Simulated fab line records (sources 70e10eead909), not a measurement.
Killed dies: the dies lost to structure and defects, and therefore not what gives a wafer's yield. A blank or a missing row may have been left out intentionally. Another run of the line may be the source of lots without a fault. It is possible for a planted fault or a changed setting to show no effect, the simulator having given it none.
Matching of chambers    flow nand_harc    4 sister chambers for NHARC_A_CONTACT_ETCH_48 on rie_diel-04
The step etches the open film in CF4, target depth 39 nm, time 65 s. 4 wafers are shown with their chamber, then 8 later ones without.

## EACH WAFER AND ITS CHAMBER
wafer   chamber  rf_vpp_V (V)
L086.6  2        148.8
L090.2  1        150.4
L090.5  3        151.9
L091.3  0        150.0

## WAFERS MISSING THEIR CHAMBER
wafer   rf_vpp_V (V)
L091.4  152.3
L091.6  151.9
L093.4  152.1
L093.5  152.1
L093.6  148.6
L097.1  152.0
L097.2  152.8
L097.5  151.5

## WHICH CHAMBER EACH ONE RAN IN
wafer    from the rows above       in truth
L091.4   3                         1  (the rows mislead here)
L091.6   3                         3
L093.4   3                         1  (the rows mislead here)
L093.5   3                         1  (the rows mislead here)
L093.6   2                         2
L097.1   3                         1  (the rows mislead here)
L097.2   3                         3
L097.5   can't be placed: 3 or 1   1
Correct placement for 3 of the 8. Can't be placed from these rows: 1 (the true chamber is among the candidates in 1). 4 placed wrongly.
How it was worked out, from the rows above alone: a wafer's distance from a chamber is the root of the sum, over the readings, of the square of ((its reading less the chamber's mean) divided by the reading's scatter). If the next closest chamber is less than 2 further off than the closest, the wafer can't be placed; otherwise it belongs to the closest. Each chamber's mean is taken over the wafers shown for it. The scatter: root of mean squared gap, hidden wafer to nearest shown wafer, with one shown wafer a chamber.
